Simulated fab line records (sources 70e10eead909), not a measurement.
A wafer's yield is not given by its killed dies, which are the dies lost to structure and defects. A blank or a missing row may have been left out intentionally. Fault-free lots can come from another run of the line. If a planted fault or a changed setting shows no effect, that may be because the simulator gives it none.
Chamber matching | flow nand harc | NHARC_A_STAIRCASE_DEP_325 on pecvd-04: 3 sister chambers
The step deposits SiO2, target thk 3800 nm. 16 wafers are shown with their chamber, then 8 later ones without.

## WAFERS WITH THEIR CHAMBER
wafer  | chamber | heater power w (W)
L074.1 | 2       | 715
L074.3 | 0       | 731
L074.6 | 2       | 685
L075.3 | 1       | 723
L075.5 | 1       | 701
L075.6 | 0       | 634
L081.1 | 1       | 732
L081.2 | 0       | 692
L081.3 | 2       | 858
L081.4 | 2       | 688
L081.5 | 0       | 625
L081.6 | 1       | 711
L084.1 | 2       | 856
L084.5 | 2       | 714
L084.6 | 0       | 624
L091.3 | 0       | 815

SIGNATURES (means of the wafers above)
reading        | chamber 0 | chamber 1 | chamber 2 | scatter within a chamber
heater power w | 686.83    | 716.75    | 752.67    | 69.6
Rule: distance of a wafer from a chamber = root of the sum over the readings of ((wafer's reading minus chamber's mean) / reading's scatter) squared. If the next closest chamber is less than 2 further off than the closest, the wafer can't be placed; otherwise it belongs to the closest. How the scatter is found: for the shown wafers, subtract from each reading the mean of its chamber, square and add these, divide the total by (wafers less chambers), then take the root.

## WAFERS WITH NO CHAMBER GIVEN
wafer  | heater power w (W)
L091.4 | 721
L091.5 | 655
L094.1 | 745
L094.2 | 860
L094.3 | 673
L096.1 | 816
L096.3 | 779
L096.5 | 653

## EACH ONE'S CHAMBER
wafer  | from the rows above          | in truth
L091.4 | can't be placed: 1 or 2 or 0 | 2
L091.5 | can't be placed: 0 or 1 or 2 | 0
L094.1 | can't be placed: 2 or 1 or 0 | 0
L094.2 | can't be placed: 2 or 1 or 0 | 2
L094.3 | can't be placed: 0 or 1 or 2 | 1
L096.1 | can't be placed: 2 or 1 or 0 | 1
L096.3 | can't be placed: 2 or 1 or 0 | 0
L096.5 | can't be placed: 0 or 1 or 2 | 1
Placed correctly: 0 of 8. Cannot be placed on the basis of these rows: 8; the candidates contain the true chamber in 8. Placed wrongly: 0.
